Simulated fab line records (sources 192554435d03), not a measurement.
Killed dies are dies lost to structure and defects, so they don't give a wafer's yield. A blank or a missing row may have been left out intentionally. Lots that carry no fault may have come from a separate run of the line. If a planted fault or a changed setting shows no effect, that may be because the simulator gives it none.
Which tool did it? | flow n5_finfet | 9 lots, 27 wafers sampled, at 6 steps of a route of 1938

## WHAT EACH GAUGE READ, for each wafer
N5_BEOL_M0_RS_MEAS_126: measurement is done with a four-point probe.
lot  | measured     | on            | M0_RS (ohm/sq)
L850 | day 6 19:40  | film_metro-02 | 0.536 0.521 0.514
L851 | day 7 00:12  | film_metro-01 | 0.530 0.502 0.517
L856 | day 8 12:05  | film_metro-01 | 0.542 0.535 0.557
L858 | day 9 01:30  | film_metro-02 | 0.520 0.537 0.522
L857 | day 9 09:28  | film_metro-02 | 0.541 0.528 0.525
L863 | day 10 02:28 | film_metro-01 | 0.510 0.511 0.542
L865 | day 10 21:12 | film_metro-02 | 0.566 0.504 0.548
L867 | day 11 03:40 | film_metro-01 | 0.500 0.503 0.511
L869 | day 11 09:59 | film_metro-01 | 0.547 0.520 0.516

N5_BEOL_M1_INSPECT_13: inspects for defects (brightfield).
lot  | measured     | on                | raw_defect_count
L850 | day 6 21:26  | defect_inspect-01 | 514 472 470
L851 | day 7 02:33  | defect_inspect-02 | 375 389 500
L856 | day 8 13:38  | defect_inspect-02 | 245 294 421
L858 | day 9 04:49  | defect_inspect-02 | 506 411 305
L857 | day 9 10:35  | defect_inspect-02 | 1700 298 1778
L863 | day 10 03:19 | defect_inspect-01 | 680 492 1875
L865 | day 10 22:10 | defect_inspect-02 | 570 512 402
L867 | day 11 05:19 | defect_inspect-02 | 404 246 437
L869 | day 11 12:21 | defect_inspect-02 | 427 506 540

N5_BEOL_M4_RC_MEAS_101.
lot  | measured     | on        | DIBL_N (mV/V)  | DIBL_P (mV/V)  | IOFF_N (nA/um) | IOFF_P (nA/um) | ION_N (uA/um) | ION_P (uA/um) | SS_N (mV/dec)  | SS_P (mV/dec)  | VT_N (mV)   | VT_P (mV)
L850 | day 8 14:13  | prober-02 | 32.8 35.9 34.4 | 32.8 35.1 32.9 | 0.12 0.16 0.14 | 0.17 0.20 0.17 | 660 663 652   | 454 454 446   | 70.6 71.8 71.6 | 72.8 72.8 72.2 | 255 250 252 | -252 -252 -251
L851 | day 9 03:32  | prober-02 | 37.5 40.4 37.1 | 38.3 42.5 38.5 | 0.17 0.24 0.16 | 0.21 0.28 0.21 | 668 691 678   | 460 463 461   | 71.6 72.7 72.3 | 73.6 75.5 73.6 | 250 242 250 | -252 -248 -251
L856 | day 10 05:55 | prober-01 | 34.8 34.6 35.2 | 34.7 34.8 35.8 | 0.15 0.13 0.15 | 0.20 0.21 0.23 | 662 657 673   | 461 454 464   | 71.6 70.7 71.5 | 72.5 71.8 72.8 | 251 253 251 | -249 -252 -249
L858 | day 10 15:55 | prober-01 | 36.1 34.8 35.1 | 35.3 34.0 34.4 | 0.15 0.13 0.14 | 0.22 0.19 0.19 | 668 656 665   | 466 457 459   | 71.4 70.9 71.9 | 72.6 71.8 72.7 | 250 253 252 | -246 -252 -249
L857 | day 11 08:37 | prober-01 | 38.3 40.4 38.5 | 37.3 39.3 36.5 | 0.18 0.24 0.20 | 0.23 0.27 0.22 | 684 692 680   | 461 472 458   | 72.0 72.4 72.6 | 73.8 74.3 74.3 | 250 246 248 | -252 -249 -250
L863 | day 11 13:01 | prober-01 | 36.7 37.6 36.9 | 36.8 36.9 36.5 | 0.14 0.18 0.15 | 0.19 0.19 0.18 | 664 671 660   | 454 455 456   | 71.6 72.4 71.9 | 73.0 72.8 72.7 | 251 248 252 | -253 -251 -252
L865 | day 12 15:16 | prober-02 | 36.3 34.8 37.2 | 35.0 33.8 35.8 | 0.17 0.13 0.18 | 0.26 0.23 0.26 | 681 668 681   | 470 469 471   | 71.5 71.8 71.3 | 72.7 72.6 73.8 | 247 254 247 | -245 -245 -245
L867 | day 13 01:27 | prober-01 | 35.4 37.0 35.2 | 37.3 37.7 37.1 | 0.16 0.17 0.15 | 0.21 0.22 0.21 | 681 682 682   | 464 465 461   | 71.1 70.8 71.0 | 73.6 73.7 73.0 | 248 248 250 | -250 -249 -249
L869 | day 13 07:12 | prober-02 | 37.5 38.9 35.0 | 38.7 40.3 35.1 | 0.20 0.23 0.14 | 0.28 0.30 0.22 | 681 696 660   | 473 471 468   | 72.4 72.0 71.2 | 74.4 74.2 73.2 | 244 245 251 | -247 -243 -249

## TOOL THAT RAN EACH LOT (tool first, then ch and the chambers of the sampled wafers, then the start)
lot  | N5_BEOL_M0_CO_CAP_123            | N5_BEOL_M1_ILD_DEP_00           | N5_BEOL_M1_ETCH_63
L850 | cvd_co-02 ch 1,2, day 6 19:29    | pecvd-02 ch 0,2, day 6 19:43    | rie_diel-03 ch 2,3, day 6 21:32
L851 | cvd_co-01 ch 0,1,2, day 6 23:59  | pecvd-03 ch 2, day 7 00:16      | rie_diel-03 ch 0,2, day 7 02:38
L856 | cvd_co-01 ch 0,2, day 8 11:55    | pecvd-03 ch 0,1, day 8 12:09    | rie_diel-03 ch 1,2,3, day 8 13:43
L858 | cvd_co-01 ch 0,1,2, day 9 01:19  | pecvd-03 ch 1,2, day 9 01:34    | rie_diel-06 ch 0,2, day 9 04:54
L857 | cvd_co-01 ch 0,1,2, day 9 09:16  | pecvd-03 ch 1,2, day 9 09:31    | rie_diel-01 ch 0,1, day 9 10:45
L863 | cvd_co-01 ch 1,2, day 10 02:17   | pecvd-03 ch 0,1,2, day 10 02:32 | rie_diel-06 ch 1,2,3, day 10 03:24
L865 | cvd_co-02 ch 1,2, day 10 21:01   | pecvd-02 ch 1,2, day 10 21:16   | rie_diel-06 ch 0,1,2, day 10 22:16
L867 | cvd_co-02 ch 0,1,2, day 11 03:31 | pecvd-02 ch 0,1,2, day 11 03:44 | rie_diel-03 ch 0,1,2, day 11 05:25
L869 | cvd_co-01 ch 0,1, day 11 09:48   | pecvd-02 ch 0,2, day 11 10:02   | rie_diel-03 ch 0,1,3, day 11 12:26
- N5_BEOL_M0_CO_CAP_123: material Co, precursor CCTBA/H2, target thk 2 nm, time 102.1 s.
- N5_BEOL_M1_ILD_DEP_00: deposits SiOC from DEMS/O2, target thk 79 nm, time 15.3 s.
- N5_BEOL_M1_ETCH_63: etches SiARC in CF4, target depth 15.6 nm, time 26 s.

## AS READ BY THE TOOLS THEMSELVES (means over the sampled wafers that have a number; for cases with no such wafer, the mark the record gives instead)
N5_BEOL_M0_CO_CAP_123.
lot  | tool      | heater_power_outer_w (W) | heater_power_w (W) | susceptor_temp_C (C)
L850 | cvd_co-02 | 110                      | 222                | 199.97
L851 | cvd_co-01 | 121                      | 235                | 200.02
L856 | cvd_co-01 | 117                      | 233                | 200.23
L858 | cvd_co-01 | 121                      | 237                | 200.02
L857 | cvd_co-01 | 122                      | 231                | 200.06
L863 | cvd_co-01 | 106                      | 201                | 200.10
L865 | cvd_co-02 | 117                      | 223                | 200.08
L867 | cvd_co-02 | 115                      | 235                | 200.03
L869 | cvd_co-01 | 127                      | 236                | 200.06

N5_BEOL_M1_ILD_DEP_00.
lot  | tool     | heater_power_outer_w (W) | heater_power_w (W) | showerhead_plenum_p_Torr (Torr) | susceptor_temp_C (C) | throttle_valve_pct (%)
L850 | pecvd-02 | 287                      | 558                | 5.692                           | 350.03               | 12.3
L851 | pecvd-03 | 219                      | 401                | 5.702                           | 350.25               | 11.4
L856 | pecvd-03 | 237                      | 453                | 5.705                           | 349.84               | 12.1
L858 | pecvd-03 | 224                      | 396                | 5.686                           | 350.24               | 12.1
L857 | pecvd-03 | 244                      | 429                | 5.692                           | 349.91               | 12.2
L863 | pecvd-03 | 233                      | 431                | 5.701                           | 349.98               | 12.1
L865 | pecvd-02 | 257                      | 463                | 5.702                           | 350.05               | 11.8
L867 | pecvd-02 | 264                      | 490                | 5.701                           | 350.07               | 12.0
L869 | pecvd-02 | 286                      | 564                | 5.685                           | 350.19               | 12.3

N5_BEOL_M1_ETCH_63.
lot  | tool        | drypump_motor_current_A (A) | etch_rf_on_time_s (s) | oes_product_au (a.u.) | rf_vpp_V (V) | showerhead_plenum_p_Torr (Torr) | throttle_valve_pct (%)
L850 | rie_diel-03 | 5.7                         | 25.8                  | 0.61                  | 184.3        | 2.15                            | 15.76
L851 | rie_diel-03 | 5.2                         | 25.8                  | 0.70                  | 184.6        | 2.20                            | 15.23
L856 | rie_diel-03 | 5.7                         | 25.8                  | 0.64                  | 184.4        | 2.17                            | 15.50
L858 | rie_diel-06 | 5.4                         | 26.8                  | 0.65                  | 183.6        | 2.12                            | 15.85
L857 | rie_diel-01 | 5.4                         | 26.3                  | 0.62                  | 184.3        | 2.18                            | 15.64
L863 | rie_diel-06 | 5.5                         | 25.6                  | 0.69                  | 184.1        | 2.19                            | 15.60
L865 | rie_diel-06 | 5.6                         | 26.0                  | 0.69                  | 184.2        | 2.13                            | 15.58
L867 | rie_diel-03 | 5.5                         | 26.4                  | 0.66                  | 184.7        | 2.18                            | 15.28
L869 | rie_diel-03 | 5.7                         | 25.8                  | 0.73                  | 185.2        | 2.23                            | 15.36

## THE ANSWER, worked out from the rows above alone
Rule: the lots themselves supply what counts as usual. Put in order of their means at a reading, lots are off if they are a third of the lots or fewer, leave a main group of 4 or more, and stand apart from it by a gap of 3 or more times the standard deviation of the main group's means; of several such gaps the widest counts. A main group whose means are all the same, to the digits that the tables above print for the reading, isn't used. A lot without any number at a reading at which 4 lots or more have one is off too. Any other lot the step has rows for is counted as sound. The gauges are gone through in route order, then the tools' own readings, and for those a lot's mean is taken as printed above. At the first step where some lot is off, the reading lying furthest off is the one used; lots without a number count as furthest.
Off at N5_BEOL_M1_INSPECT_13 (raw_defect_count): L857, L863. The main group: mean 426, standard deviation 63.
A tool fits if, at a process step before that reading, it ran every lot that is off, and no sound lot after the first of them. Gauges at N5_BEOL_M1_INSPECT_13: tried the same way as those tools. One candidate fits, namely pecvd-03 at N5_BEOL_M1_ILD_DEP_00. Its last sound lot is L858 (day 9 01:34), its first lot that is off L857 (day 9 09:31): a fault that began between those two fits.

## WHAT THE SIMULATOR HAD PUT IN
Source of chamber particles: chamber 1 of pecvd-03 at N5_BEOL_M1_ILD_DEP_00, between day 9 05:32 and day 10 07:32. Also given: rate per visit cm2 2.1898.
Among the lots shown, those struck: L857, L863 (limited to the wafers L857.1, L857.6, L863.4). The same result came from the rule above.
